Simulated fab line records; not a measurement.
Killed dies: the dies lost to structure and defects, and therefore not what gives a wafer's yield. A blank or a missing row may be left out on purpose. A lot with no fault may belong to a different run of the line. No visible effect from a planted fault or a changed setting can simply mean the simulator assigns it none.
fab line records | flow n5_finfet
[record] lots = 11 | wafers = 33 | last_day = 19
route steps=1938 shown BEOL_M11@1577 BEOL_M12@1613
lots untouched by any fault: they come from a run of this same line in which no faults occurred
start_h: hours from the record's opening day to when the first of the lot's shown wafers began | wait_h: hours elapsed since this lot's preceding step | " repeats the value in the row above | L1.1+2: one row covering several wafers at once | - no value, or no start given | * or withheld: withheld | < > ~ a bound
route shown NAME@n: names a module that has steps shown in the file, with the first one's number in the route | usual: mean/standard deviation taken from wafers without a fault | same: alike in all rows | chamber/n: place in a boat | sites: each site's reading | _std_site: the standard deviation of these | _edge_site: inner sites' mean taken away from outer sites' mean | radius_mm: how far each site lies from the wafer's centre | mask NAME#n: copy n | behind: the last tool/chamber to shape the wafer | hold: what put the lot on hold/how long, in hours/how the hold closed | device: transistor that didn't switch, given as n, p or np | end of line: the tests these same wafers got at the end of their route | a step given without rows: its recipe and nothing more | killed: not the wafer's yield, but the dies lost to structure and defects at the first sort | map: a wafer's dies, x killed, . not, _ none there
set.NAME: setting as actually run; set.NAME@STEP: the setting as run at that earlier step | model.NAME: the simulator's own value behind a step, which no gauge read
route steps across a sampled set of lots; one table per step, one row per wafer
services: from which hour (start_h, from the record's first day; less than 0 if before it) a tool's chamber was out of use, for how many hours, and why
[[steps]]
[step N5_BEOL_M11_STRIP_36]
[recipe] chemistry = N2/H2 | power_w = 450 | temp_c = 40 | pressure_mtorr = 20 | rf_frequency_hz = 6e+07 | overash_fraction = 0.3 | bias_power_w = 7 | h2_frac = 0.5 | n2_flow_sccm = 200 | h2_flow_sccm = 200
[usual] bias_power_w = 6.996/0.022 | drypump_motor_current_A = 5.5/0.33 | oes_product_au = 0.80/0.09 | power_w = 449.9/1.5 | rf_vpp_V = 59.0/2 | showerhead_plenum_p_Torr = 2.54/0.095 | throttle_valve_pct = 23.62/0.24
lot.wafer | tool        | chamber | start_h | wait_h | bias_power_w | drypump_motor_current_A | oes_product_au | power_w | rf_hours_counter_h | rf_vpp_V | showerhead_plenum_p_Torr | throttle_valve_pct
L223.1    | rie_diel-06 | 3       | 240.60  | 0.0    | 7.014        | 5.1                     | 0.71           | 449.0   | 231                | 59.9     | 2.40                     | 23.82
L223.2    | "           | 1       | "       | "      | 7.003        | 6.0                     | 0.87           | 450.8   | 48                 | 61.2     | 2.58                     | 23.59
L223.3    | "           | 2       | "       | "      | 6.992        | 5.9                     | 0.78           | 451.6   | 120                | 58.5     | 2.67                     | 23.80
L225.1    | rie_diel-03 | 2       | 257.90  | 0.0    | 7.042        | 5.3                     | 0.72           | 449.2   | 190                | 60.0     | 2.52                     | 24.21
L225.5    | "           | 0       | "       | "      | 6.958        | 5.6                     | 0.70           | 450.6   | -                  | 54.9     | 2.50                     | 23.18
L225.6    | "           | 1       | "       | "      | 6.978        | 5.2                     | 0.75           | 449.4   | -                  | 58.2     | 2.32                     | 23.19
L228.3    | rie_diel-01 | 2       | 265.70  | 0.0    | 7.028        | 5.7                     | 0.71           | 447.6   | 239                | 56.8     | 2.51                     | 23.91
L228.4    | "           | 3       | "       | "      | 6.992        | 5.7                     | 0.76           | 451.5   | 154                | 58.3     | 2.44                     | 23.62
L228.6    | "           | 2       | "       | "      | 7.017        | 5.7                     | 0.71           | 449.2   | -                  | 58.3     | 2.51                     | 23.91
L226.2    | rie_diel-06 | 3       | 274.25  | 0.0    | 7.008        | 5.1                     | 0.70           | 449.4   | 240                | 60.1     | 2.40                     | 23.82
L226.3    | "           | 0       | "       | "      | 6.999        | 5.5                     | 0.84           | 449.6   | 81                 | 61.7     | 2.57                     | 23.29
L226.6    | "           | 3       | "       | "      | 6.993        | 5.1                     | 0.70           | 448.0   | -                  | 58.5     | 2.40                     | 23.84
L229.1    | rie_diel-06 | 2       | 295.94  | 0.0    | 6.985        | 5.9                     | 0.76           | 449.7   | 132                | 62.8     | 2.66                     | 23.77
L229.2    | "           | 3       | "       | "      | 7.056        | 5.1                     | 0.70           | 450.5   | 245                | 57.6     | 2.40                     | 23.81
L229.6    | "           | 3       | "       | "      | 7.022        | 5.1                     | 0.71           | 449.2   | -                  | 58.8     | 2.40                     | 23.85
L233.1    | rie_diel-01 | 0       | 313.00  | 0.0    | 7.013        | 5.1                     | 0.78           | 450.2   | 104                | 60.4     | 2.56                     | 23.74
L233.2    | "           | 3       | "       | "      | 6.980        | 5.7                     | 0.73           | 451.7   | 169                | 59.8     | 2.44                     | 23.62
L233.5    | "           | 3       | "       | "      | 7.004        | 5.7                     | 0.72           | 450.3   | -                  | 61.9     | 2.44                     | 23.64
L235.1    | rie_diel-03 | 0       | 318.22  | 0.0    | 7.012        | 5.6                     | 0.70           | 449.5   | 244                | 63.1     | 2.49                     | 23.21
L235.4    | "           | 2       | "       | "      | 7.024        | 5.3                     | 0.72           | 451.3   | 209                | 58.9     | 2.51                     | 24.21
L235.5    | "           | 3       | "       | "      | 6.956        | 5.7                     | 0.93           | 450.0   | -                  | 58.4     | 2.50                     | 23.75
L240.3    | rie_diel-06 | 0       | 365.55  | 0.0    | 6.987        | 5.5                     | 0.81           | 448.6   | 108                | 59.7     | 2.55                     | 23.32
L240.4    | "           | 1       | "       | "      | 7.008        | 6.0                     | 0.82           | 448.1   | 85                 | 58.0     | 2.56                     | 23.68
L240.5    | "           | 2       | "       | "      | 7.002        | 5.9                     | 0.75           | 452.7   | -                  | 57.8     | 2.65                     | 23.78
L241.1    | rie_diel-06 | 3       | 373.08  | 0.0    | 6.997        | 5.1                     | 0.94           | 452.0   | 9                  | 57.8     | 2.71                     | 23.53
L241.3    | "           | 2       | "       | "      | 7.019        | 5.9                     | 0.74           | 450.6   | 158                | 56.0     | 2.65                     | 23.81
L241.5    | "           | 3       | "       | "      | 7.026        | 5.1                     | 0.95           | 451.9   | -                  | 62.1     | 2.71                     | 23.53
L244.2    | rie_diel-06 | 0       | 376.83  | 0.0    | 7.006        | 5.5                     | 0.80           | 450.1   | 112                | 61.7     | 2.55                     | 23.31
L244.5    | "           | 1       | "       | "      | 7.016        | 6.0                     | 0.82           | 450.0   | -                  | 61.0     | 2.56                     | 23.65
L244.6    | "           | 0       | "       | "      | 6.987        | 5.5                     | 0.79           | 452.3   | -                  | 55.1     | 2.55                     | 23.29
L246.2    | rie_diel-03 | 2       | 404.67  | 0.0    | 6.998        | 5.3                     | 0.68           | 449.9   | 239                | 58.2     | 2.50                     | 24.24
L246.4    | "           | 3       | "       | "      | 7.001        | 5.7                     | 0.87           | 450.2   | 39                 | 58.1     | 2.48                     | 23.70
L246.6    | "           | 2       | "       | "      | 6.991        | 5.3                     | 0.68           | 449.5   | -                  | 60.6     | 2.50                     | 24.25
[step N5_BEOL_M11_OCD_MEAS_38]
[usual] trench_depth_nm = 148.8/2.2
lot.wafer | tool   | chamber | start_h | wait_h | trench_depth_nm
L223.1    | ocd-01 | -       | 240.82  | -      | 147.5
L223.2    | "      | -       | "       | "      | 153.3
L223.3    | "      | -       | "       | "      | 150.0
L225.1    | ocd-02 | -       | 258.13  | -      | 145.6
L225.5    | "      | -       | "       | "      | 146.1
L225.6    | "      | -       | "       | "      | 148.6
L228.3    | ocd-01 | -       | 265.93  | -      | 148.0
L228.4    | "      | -       | "       | "      | 150.6
L228.6    | "      | -       | "       | "      | 147.9
L226.2    | ocd-01 | -       | 274.48  | -      | 147.0
L226.3    | "      | -       | "       | "      | 151.0
L226.6    | "      | -       | "       | "      | 144.5
L229.1    | ocd-01 | -       | 296.17  | -      | 147.7
L229.2    | "      | -       | "       | "      | 145.7
L229.6    | "      | -       | "       | "      | 146.3
L233.1    | ocd-02 | -       | 313.22  | -      | 148.3
L233.2    | "      | -       | "       | "      | 149.6
L233.5    | "      | -       | "       | "      | 149.2
L235.1    | ocd-01 | -       | 318.44  | -      | 146.1
L235.4    | "      | -       | "       | "      | 147.1
L235.5    | "      | -       | "       | "      | 150.2
L240.3    | ocd-02 | -       | 365.77  | -      | 150.4
L240.4    | "      | -       | "       | "      | 151.5
L240.5    | "      | -       | "       | "      | 147.8
L241.1    | ocd-02 | -       | 373.30  | -      | 148.7
L241.3    | "      | -       | "       | "      | 147.3
L241.5    | "      | -       | "       | "      | 148.2
L244.2    | ocd-02 | -       | 377.05  | -      | 150.3
L244.5    | "      | -       | "       | "      | 152.1
L244.6    | "      | -       | "       | "      | 150.1
L246.2    | ocd-01 | -       | 404.90  | -      | 146.4
L246.4    | "      | -       | "       | "      | 150.4
L246.6    | "      | -       | "       | "      | 145.8
[step N5_BEOL_M12_OVL_MEAS_11]
[recipe] points_per_wafer = 44
[usual] V11_OVL = -2/5.7
lot.wafer | tool       | chamber | start_h | wait_h | V11_OVL[nm]
L223.1    | overlay-01 | 0       | 244.04  | 0.0    | -1
L223.2    | "          | 0       | "       | "      | 12
L223.3    | "          | 0       | "       | "      | 6
L225.1    | overlay-01 | 0       | 263.19  | 0.0    | 0
L225.5    | "          | 0       | "       | "      | 5
L225.6    | "          | 0       | "       | "      | 11
L228.3    | overlay-02 | 0       | 269.10  | 0.0    | 0
L228.4    | "          | 0       | "       | "      | -3
L228.6    | "          | 0       | "       | "      | -3
L226.2    | overlay-02 | 0       | 278.67  | 0.0    | -5
L226.3    | "          | 0       | "       | "      | 1
L226.6    | "          | 0       | "       | "      | 2
L229.1    | overlay-02 | 0       | 299.36  | 0.0    | 2
L229.2    | "          | 0       | "       | "      | -2
L229.6    | "          | 0       | "       | "      | 1
L233.1    | overlay-02 | 0       | 317.26  | 0.0    | -5
L233.2    | "          | 0       | "       | "      | 0
L233.5    | "          | 0       | "       | "      | -1
L235.1    | overlay-02 | 0       | 322.31  | 0.0    | 0
L235.4    | "          | 0       | "       | "      | -7
L235.5    | "          | 0       | "       | "      | 0
L240.3    | overlay-02 | 0       | 370.26  | 0.0    | -4
L240.4    | "          | 0       | "       | "      | 0
L240.5    | "          | 0       | "       | "      | -4
L241.1    | overlay-02 | 0       | 377.82  | 0.0    | 1
L241.3    | "          | 0       | "       | "      | 2
L241.5    | "          | 0       | "       | "      | -3
L244.2    | overlay-01 | 0       | 381.13  | 0.0    | -9
L244.5    | "          | 0       | "       | "      | -2
L244.6    | "          | 0       | "       | "      | 1
L246.2    | overlay-02 | 0       | 410.15  | 0.0    | -8
L246.4    | "          | 0       | "       | "      | -3
L246.6    | "          | 0       | "       | "      | -10
[step N5_BEOL_M12_ETCH_59]
[recipe] chemistry = N2/H2 | target = BARC | target_depth_a = 890 | overetch_a = 267 | time_s = 67.9 | ion_energy_ev = 200 | pressure_mtorr = 30 | source_w = 840 | bias_w = 150 | n2_flow_sccm = 200 | h2_flow_sccm = 200
[usual] bias_w = 150.0/0.48 | drypump_motor_current_A = 5.9/0.39 | oes_product_au = 0.68/0.064 | rf_vpp_V = 525/3.2 | showerhead_plenum_p_Torr = 2.58/0.11 | throttle_valve_pct = 17.82/0.17
lot.wafer | tool        | chamber | start_h | wait_h | bias_w | drypump_motor_current_A | oes_product_au | rf_hours_counter_h | rf_vpp_V | showerhead_plenum_p_Torr | throttle_valve_pct
L223.1    | rie_diel-04 | 3       | 244.13  | 0.0    | 150.0  | 6.0                     | 0.60           | 224                | 523      | 2.51                     | 17.88
L223.2    | "           | 1       | "       | "      | 150.1  | 6.1                     | 0.60           | 237                | 520      | 2.40                     | 17.79
L223.3    | "           | 0       | "       | "      | 150.0  | 6.4                     | 0.72           | 68                 | 528      | 2.68                     | 17.65
L225.1    | rie_diel-02 | 0       | 263.51  | 0.0    | 150.3  | 5.3                     | 0.69           | 68                 | 527      | 2.69                     | 17.67
L225.5    | "           | 2       | "       | "      | 149.9  | 6.4                     | 0.80           | -                  | 522      | 2.50                     | 17.77
L225.6    | "           | 1       | "       | "      | 149.7  | 5.5                     | 0.67           | -                  | 526      | 2.66                     | 17.80
L228.3    | rie_diel-02 | 2       | 269.20  | 0.0    | 150.9  | 6.4                     | 0.79           | 19                 | 523      | 2.50                     | 17.77
L228.4    | "           | 1       | "       | "      | 150.7  | 5.5                     | 0.67           | 116                | 528      | 2.66                     | 17.81
L228.6    | "           | 3       | "       | "      | 149.6  | 5.9                     | 0.61           | -                  | 527      | 2.62                     | 17.86
L226.2    | rie_diel-04 | 0       | 278.76  | 0.0    | 150.3  | 6.4                     | 0.71           | 81                 | 529      | 2.67                     | 17.68
L226.3    | "           | 3       | "       | "      | 150.8  | 6.0                     | 0.60           | 235                | 523      | 2.51                     | 17.87
L226.6    | "           | 0       | "       | "      | 149.5  | 6.4                     | 0.71           | -                  | 526      | 2.68                     | 17.68
L229.1    | rie_diel-02 | 1       | 299.45  | 0.0    | 150.2  | 5.5                     | 0.66           | 127                | 528      | 2.66                     | 17.81
L229.2    | "           | 3       | "       | "      | 150.5  | 5.9                     | 0.60           | 229                | 527      | 2.62                     | 17.87
L229.6    | "           | 3       | "       | "      | 150.4  | 5.9                     | 0.61           | -                  | 526      | 2.62                     | 17.88
L233.1    | rie_diel-02 | 2       | 317.35  | 0.0    | 149.3  | 6.4                     | 0.76           | 34                 | 522      | 2.49                     | 17.81
L233.2    | "           | 3       | "       | "      | 150.5  | 5.9                     | 0.61           | 234                | 527      | 2.62                     | 17.88
L233.5    | "           | 1       | "       | "      | 149.5  | 5.5                     | 0.66           | -                  | 527      | 2.65                     | 17.83
L235.1    | rie_diel-05 | 3       | 322.53  | 0.0    | 150.0  | 6.3                     | 0.76           | 26                 | 525      | 2.60                     | 17.78
L235.4    | "           | 2       | "       | "      | 149.7  | 5.8                     | 0.72           | 61                 | 528      | 2.69                     | 17.78
L235.5    | "           | 1       | "       | "      | 150.0  | 5.4                     | 0.62           | -                  | 518      | 2.33                     | 18.13
L240.3    | rie_diel-05 | 0       | 370.41  | 0.0    | 149.7  | 5.5                     | 0.61           | 228                | 525      | 2.61                     | 17.80
L240.4    | "           | 2       | "       | "      | 150.6  | 5.8                     | 0.69           | 80                 | 526      | 2.68                     | 17.80
L240.5    | "           | 0       | "       | "      | 150.1  | 5.5                     | 0.61           | -                  | 524      | 2.61                     | 17.81
L241.1    | rie_diel-04 | 0       | 377.95  | 0.0    | 149.6  | 6.4                     | 0.68           | 118                | 528      | 2.66                     | 17.73
L241.3    | "           | 1       | "       | "      | 151.0  | 6.1                     | 0.77           | 32                 | 528      | 2.70                     | 17.46
L241.5    | "           | 1       | "       | "      | 150.0  | 6.1                     | 0.78           | -                  | 529      | 2.70                     | 17.44
L244.2    | rie_diel-02 | 1       | 381.22  | 0.0    | 150.8  | 5.5                     | 0.64           | 150                | 527      | 2.65                     | 17.86
L244.5    | "           | 1       | "       | "      | 150.4  | 5.5                     | 0.64           | -                  | 526      | 2.65                     | 17.88
L244.6    | "           | 0       | "       | "      | 175.7  | 5.3                     | 0.65           | -                  | 582      | 2.67                     | 17.74
L246.2    | rie_diel-02 | 0       | 410.24  | 0.0    | 175.3  | 5.3                     | 0.65           | 122                | 584      | 2.66                     | 17.78
L246.4    | "           | 0       | "       | "      | 175.4  | 5.3                     | 0.64           | -                  | 583      | 2.66                     | 17.78
L246.6    | "           | 2       | "       | "      | 150.6  | 6.4                     | 0.73           | -                  | 522      | 2.47                     | 17.86
[[services]]
tool        | chamber | start_h | hours | kind
rie_diel-05 | 3       | 226.36  | 1.8   | repair
rie_diel-03 | 2       | 241.27  | 5.7   | repair
rie_diel-03 | 3       | 244.60  | 9.1   | repair
rie_diel-05 | 0       | 267.67  | 7.6   | repair
rie_diel-06 | 2       | 269.26  | 3.9   | repair
rie_diel-03 | 3       | 274.20  | -     | clean
rie_diel-03 | 3       | 274.20  | -     | consumable_replace:focus_ring
rie_diel-01 | 0       | 275.92  | 17.7  | repair
rie_diel-06 | 3       | 313.37  | -     | clean
rie_diel-06 | 3       | 313.37  | -     | consumable_replace:esc
rie_diel-06 | 3       | 313.37  | -     | consumable_replace:focus_ring
rie_diel-06 | 3       | 313.37  | -     | consumable_replace:showerhead
rie_diel-06 | 3       | 313.37  | 27.8  | scheduled_down
rie_diel-06 | 3       | 313.37  | 27.8  | vent_cycle
rie_diel-02 | 3       | 321.37  | 8.5   | repair
rie_diel-05 | 3       | 337.33  | 15.2  | repair
rie_diel-03 | -       | 339.99  | 0.7   | repair
rie_diel-06 | 0       | 356.11  | 2.4   | repair
rie_diel-02 | 1       | 356.92  | 13.5  | repair
rie_diel-01 | 0       | 358.70  | 5.0   | repair
rie_diel-03 | 0       | 364.52  | 16.1  | repair
rie_diel-01 | 0       | 367.00  | 3.0   | repair
rie_diel-06 | 2       | 374.77  | 20.6  | repair
rie_diel-04 | 0       | 404.31  | 19.7  | repair
[[key]]
[first_sign] step = N5_BEOL_M12_ETCH_59 | reading = bias_w | direction = up | sigmas = 53 | usual = * | struck = *
[effect] step = N5_BEOL_M12_ETCH_59 | reading = rf_vpp_V | direction = up | sigmas = 18 | usual = 525 | struck = 583
met_at N5_BEOL_M12_ETCH_59
struck_lots L244,L246
struck_wafers L244.6,L246.2,L246.4
not_acting_at N5_BEOL_M11_STRIP_36,N5_BEOL_M11_OCD_MEAS_38,N5_BEOL_M12_OVL_MEAS_11
onset_between 263.51 381.22
[fault] kind = process_parameter_drift | tool = rie_diel-02 | chamber = 0 | onset_h = 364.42 | steps = N5_BEOL_M12_ETCH_59 | channel = bias_w | offset = * | shape = step | end_h = 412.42 | acts_in = * | stated = *
